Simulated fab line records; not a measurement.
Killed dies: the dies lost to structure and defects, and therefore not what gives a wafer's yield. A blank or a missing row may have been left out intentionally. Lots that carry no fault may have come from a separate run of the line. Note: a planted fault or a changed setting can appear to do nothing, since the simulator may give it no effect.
Which of the tools did it? ; flow nand harc ; 36 wafers from 12 lots sampled at 4 of the route's 1302 steps

## WHAT THE GAUGES READ, wafer by wafer
No reading from a measuring or inspecting step in the record can be judged against a usual standard deviation.

## WHAT TOOL EACH LOT RAN ON (gives the tool, then ch and the chambers of the sampled wafers, and finally the start)
lot;NHARC_A_STAIRCASE_ETCH_221;NHARC_A_STAIRCASE_TRIM_229;NHARC_A_STAIRCASE_ETCH_253;NHARC_A_STAIRCASE_HM_DEP_456
L854;rie diel-06 ch 0,2,3, day 16 17:40 or earlier;rie diel-06 ch 0,2,3, day 16 17:40;rie diel-04 ch 0,1,3, day 16 20:37;acl dep-02 ch 0, day 16 22:55
L853;rie diel-06 ch 0,1,2, day 17 04:02 or earlier;rie diel-04 ch 1,2,3, day 17 04:02;rie diel-06 ch 2,3, day 17 07:17;acl dep-02 ch 0, day 17 11:27
L857;rie diel-04 ch 1,3, day 17 17:26 or earlier;rie diel-04 ch 1,2,3, day 17 17:26;rie diel-06 ch 0,2, day 17 20:55;acl dep-02 ch 0, day 18 00:39
L858;rie diel-06 ch 0,2, day 17 19:17 or earlier;rie diel-02 ch 0,1,2, day 17 19:17;rie diel-06 ch 1,2, day 17 22:02;acl dep-02 ch 0, day 18 02:28
L863;rie diel-02 ch 0,1,3, day 20 21:43 or earlier;rie diel-06 ch 1,2,3, day 20 21:43;rie diel-06 ch 0,1,2, day 21 00:22;acl dep-03 ch 0, day 21 01:16
L866;rie diel-06 ch 1,2,3, day 22 04:59 or earlier;rie diel-06 ch 0,2,3, day 22 04:59;rie diel-04 ch 0,3, day 22 07:50;acl dep-03 ch 0, day 22 09:02
L867;rie diel-04 ch 0,1,3, day 22 05:39 or earlier;rie diel-06 ch 0,1,2, day 22 05:39;rie diel-06 ch 0,1,3, day 22 08:35;acl dep-03 ch 0, day 22 10:34
L872;rie diel-04 ch 0,2, day 24 02:56 or earlier;rie diel-02 ch 1,3, day 24 02:56;rie diel-04 ch 0,3, day 24 05:49;acl dep-03 ch 0, day 24 08:31
L873;rie diel-02 ch 1,2,3, day 24 07:45 or earlier;rie diel-06 ch 0,2,3, day 24 07:45;rie diel-02 ch 1,2, day 24 10:22;acl dep-03 ch 0, day 24 11:54
L874;rie diel-06 ch 1,2,3, day 24 21:07 or earlier;rie diel-04 ch 0,1, day 24 21:07;rie diel-06 ch 0,1,3, day 24 23:56;acl dep-01 ch 0, day 25 02:31
L876;rie diel-04 ch 0,3, day 25 11:59 or earlier;rie diel-02 ch 0,2, day 25 11:59;rie diel-04 ch 0,2,3, day 25 20:25;acl dep-02 ch 0, day 26 01:07
L875;rie diel-06 ch 0,1, day 25 15:57 or earlier;rie diel-04 ch 1,2,3, day 25 15:57;rie diel-04 ch 1,2, day 25 18:55;acl dep-03 ch 0, day 25 20:31
- NHARC_A_STAIRCASE_ETCH_221: etches the open film in C4F8/O2, target depth 100 nm, time 40.5 s.
- NHARC_A_STAIRCASE_TRIM_229: chemistry O2, time 211.2 s.
- NHARC_A_STAIRCASE_ETCH_253: etches the open film in C4F8/O2, target depth 50 nm, time 20.2 s.
- NHARC_A_STAIRCASE_HM_DEP_456: deposits aC, target thk 3100 nm.

## WHAT THE TOOLS THEMSELVES READ (means of the sampled wafers that have a number; where no wafer has one, the mark that the record gives instead)
NHARC_A_STAIRCASE_ETCH_221.
lot;tool;oes product au (a.u.);rf fwd power W (W);rf vpp V (V)
L854;rie diel-06;0.925;592;898
L853;rie diel-06;0.933;592;897
L857;rie diel-04;0.950;593;888
L858;rie diel-06;0.931;593;895
L863;rie diel-02;0.919;594;889
L866;rie diel-06;0.943;591;899
L867;rie diel-04;0.936;594;888
L872;rie diel-04;0.964;594;888
L873;rie diel-02;0.950;596;891
L874;rie diel-06;0.942;589;898
L876;rie diel-04;0.957;594;894
L875;rie diel-06;0.935;591;897

NHARC_A_STAIRCASE_TRIM_229.
lot;tool;drypump motor current A (A);oes product au (a.u.);rf vpp V (V);showerhead plenum p Torr (Torr);throttle valve pct (%)
L854;rie diel-06;5.73;0.992;57.6;3.58;17.029
L853;rie diel-04;6.10;0.997;56.6;3.35;17.038
L857;rie diel-04;6.06;0.997;57.7;3.35;17.038
L858;rie diel-02;5.97;0.999;57.5;3.42;17.033
L863;rie diel-06;6.02;0.999;57.6;3.60;17.040
L866;rie diel-06;5.72;1.002;57.9;3.56;17.039
L867;rie diel-06;5.80;1.000;57.9;3.51;17.031
L872;rie diel-02;5.90;1.003;57.0;3.34;17.046
L873;rie diel-06;5.71;0.999;57.9;3.55;17.034
L874;rie diel-04;5.84;1.010;57.2;3.34;17.036
L876;rie diel-02;6.01;0.995;57.3;3.37;17.046
L875;rie diel-04;6.10;1.005;58.7;3.50;17.038

NHARC_A_STAIRCASE_ETCH_253.
lot;tool;oes product au (a.u.);rf fwd power W (W);rf vpp V (V)
L854;rie diel-04;0.936;589;889
L853;rie diel-06;0.928;588;900
L857;rie diel-06;0.956;590;895
L858;rie diel-06;0.936;586;893
L863;rie diel-06;1.169;828;895
L866;rie diel-04;0.960;590;888
L867;rie diel-06;1.201;827;900
L872;rie diel-04;0.966;589;893
L873;rie diel-02;0.965;591;893
L874;rie diel-06;0.961;588;900
L876;rie diel-04;0.930;590;894
L875;rie diel-04;0.942;589;888

NHARC_A_STAIRCASE_HM_DEP_456.
lot;tool;throttle valve pct (%)
L854;acl dep-02;35.003
L853;acl dep-02;34.992
L857;acl dep-02;34.996
L858;acl dep-02;34.997
L863;acl dep-03;35.002
L866;acl dep-03;35.002
L867;acl dep-03;35.009
L872;acl dep-03;34.997
L873;acl dep-03;34.999
L874;acl dep-01;34.992
L876;acl dep-02;35.006
L875;acl dep-03;35.003

## THE ANSWER, worked out from the rows above alone
Rule: the usual values come from the lots themselves. Put in order of their means at a reading, lots are off if they are a third of the lots or fewer, leave a main group of 4 or more, and stand apart from it by a gap of 3 or more times the standard deviation of the main group's means; of several such gaps the widest counts. A main group is skipped when, at the precision printed for the reading in the tables above, its means are all equal. A lot without any number at a reading at which 4 lots or more have one is off too. Any other lot the step has rows for is counted as sound. After the gauges, taken in route order, come the tools' own readings; for these a lot's mean is taken, as printed above. The first step at which some lot is off is used, and at that step the reading that is off furthest; a lot without a number counts as furthest.
Off at NHARC_A_STAIRCASE_ETCH_253 (rf fwd power W): L863, L867. Main group: mean 589 W, sd 1.3.
If a tool, at that step or one of the process steps before it, ran each lot that is off and ran no sound lot following the first of them, it fits. NHARC_A_STAIRCASE_ETCH_221: start missing for some lots; hours and lot order therefore follow NHARC_A_STAIRCASE_TRIM_229. None of those tried fits.

## WHAT THE SIMULATOR HAD PUT IN
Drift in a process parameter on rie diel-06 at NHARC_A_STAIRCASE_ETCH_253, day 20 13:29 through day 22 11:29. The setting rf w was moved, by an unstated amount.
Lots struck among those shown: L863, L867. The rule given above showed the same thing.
